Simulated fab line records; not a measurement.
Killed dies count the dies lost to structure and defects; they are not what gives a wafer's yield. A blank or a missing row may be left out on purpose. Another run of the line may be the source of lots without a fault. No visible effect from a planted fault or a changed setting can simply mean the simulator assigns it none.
Comparing a struck lot with a sound one | flow n5_finfet | 19 steps out of a route of 1938
Sound: these wafers, L497.3, L497.4, L497.5. Struck: wafer L508.3. (L508.2, L508.6 of the same lot were not struck and are left out.) The cause comes at the end.
Order at every step that has rows: each side's tool, ch and its chambers, its first start. Under that, the readings that differ: sound wafers | struck wafers | difference of the means | sigmas: that difference in standard deviations of wafers without a fault.
alike: same words and numbers on both sides, and readings whose means sit less than 2 such deviations apart. not compared: any withheld reading, any reading some wafer has no value for, any bound like >300 that may hide the same value, and any number with overlapping values for which the record gives no deviation.
A row with sigmas, a row that says differs or no value, or rows on one side alone: a step with any of these is where the two part. Non-overlapping numbers with no deviation appear without sigmas and do not part them. A reading that every wafer of one side lacks parts them only if that side has two wafers or more.

first, 7 steps without rows for these wafers: N5_BEOL_M0_CUTY_COAT_50 (time 60 s, resist thk 15 nm); N5_BEOL_M0_CUTY_COAT_51 (resist thk 150 nm); N5_BEOL_M0_CUTY_EBR_52; N5_BEOL_M0_CUTY_SOFTBAKE_53 (time 60 s); N5_BEOL_M0_CUTY_EXPOSE_54 (exposes mask M0 ABLK); N5_BEOL_M0_CUTY_PEB_55 (peb time 60 s); N5_BEOL_M0_CUTY_DEVELOP_56 (develop time 30 s).
N5_BEOL_M0_CUTY_CD_MEAS_57 targets a cd of 200 nm.
  sound on cd_sem-01 ch 0, day 7 00:05; struck on cd_sem-01 ch 0, day 9 09:53
  alike: cd_nm
N5_BEOL_M0_CUTY_OVL_MEAS_58:
  sound on overlay-01 ch 0, day 7 00:07; struck on overlay-02 ch 0, day 9 09:55
  alike: M0_ABLK_OVL
N5_BEOL_M0_CUTY_INSPECT_59: inspects for defects (macro).
  struck on defect_inspect-01, day 9 09:56; sound on defect_inspect-01, day 7 00:08
  alike: raw_defect_count
N5_BEOL_M0_CUTY_DESCUM_61: chemistry O2, time 7.9 s.
  sound on rie_diel-06 ch 0,1,2, day 7 00:11; struck on rie_diel-06 ch 2, day 9 09:58
  alike: drypump_motor_current_A, oes_product_au, rf_vpp_V, showerhead_plenum_p_Torr, throttle_valve_pct
  not compared: rf_hours_counter_h
N5_BEOL_M0_CUTY_ETCH_62: etches SiARC in CF4, time 58.5 s.
  sound on rie_diel-06 ch 0,1,2, day 7 00:13; struck on rie_diel-06 ch 2, day 9 10:01
  alike: drypump_motor_current_A, etch_rf_on_time_s, oes_product_au, rf_vpp_V, showerhead_plenum_p_Torr, throttle_valve_pct
  not compared: rf_hours_counter_h
N5_BEOL_M0_CUTY_ETCH_63: etches SOC in N2/H2, target depth 82.7 nm, overetch 16.5 nm, time 124 s.
  sound on rie_diel-06 ch 0,1,2, day 7 00:16; struck on rie_diel-06 ch 2, day 9 10:04
  reading                                               | sound       | struck | difference | sigmas
  model.SiO2_of_BEOL_M0_SAQP_SPACER2_ALD_26.thk_nm (nm) | 7.4 7.2 7.2 | 7.8    | +0.5       |
  alike: drypump_motor_current_A, h2_flow_sccm, oes_product_au, rf_vpp_V, showerhead_plenum_p_Torr, throttle_valve_pct
  not compared: rf_hours_counter_h
then, 1 step without rows for these wafers: N5_BEOL_M0_CUTY_STRIP_64 (strips in N2/H2).
N5_BEOL_M0_ETCH_138: etches SiCN in CH3F/O2, target depth 12 nm, time 31.6 s.
  sound on rie_diel-06 ch 0,1,2, day 7 00:23; struck on rie_diel-06 ch 2, day 9 10:11
  alike: drypump_motor_current_A, etch_rf_on_time_s, oes_product_au, rf_vpp_V, showerhead_plenum_p_Torr, throttle_valve_pct
  not compared: rf_hours_counter_h
N5_BEOL_M0_HM_OPEN_105: chemistry Cl2/BCl3, target TiN, target depth 12 nm.
  sound on rie_metal-02 ch 0, day 7 03:05; struck on rie_metal-03 ch 1, day 9 10:50
  reading                                               | sound     | struck | difference | sigmas
  model.SiO2_of_BEOL_M0_SAQP_SPACER2_ALD_26.thk_nm (nm) | 3 2.8 2.8 | 3.6    | +0.7       |
  alike: drypump_motor_current_A, oes_product_au, throttle_valve_pct
  not compared: rf_hours_counter_h
N5_BEOL_M0_STRIP_140: strips in CF4.
  sound on rie_diel-06 ch 0,1,2, day 7 03:20; struck on rie_diel-02 ch 0, day 9 11:17
  alike: drypump_motor_current_A, oes_product_au, rf_vpp_V, showerhead_plenum_p_Torr, throttle_valve_pct
  not compared: rf_hours_counter_h
-- record jumps: 3 days separate the struck wafers' starts on either side; left off in module BEOL_M0, taken up again in module BEOL_M4, whose first shown step is the route's number 1111 --
N5_BEOL_M4_RC_MEAS_101:
  sound on prober-01 ch 0, day 9 19:13; struck on prober-02 ch 0, day 12 05:15
  reading       | sound          | struck | difference | sigmas
  SS_P (mV/dec) | 75.7 74.5 73.9 | 72.6   | -2.1       | -2
  alike: DIBL_N, DIBL_P, IOFF_N, IOFF_P, ION_N, ION_P, SS_N, VT_N, VT_P
then, 1 step without rows for these wafers: N5_PASSIVATION_PROBE_49.

## WHERE THEY PART
Only at N5_BEOL_M4_RC_MEAS_101, as far as this record shows.

WHY: what had been put in by the simulator
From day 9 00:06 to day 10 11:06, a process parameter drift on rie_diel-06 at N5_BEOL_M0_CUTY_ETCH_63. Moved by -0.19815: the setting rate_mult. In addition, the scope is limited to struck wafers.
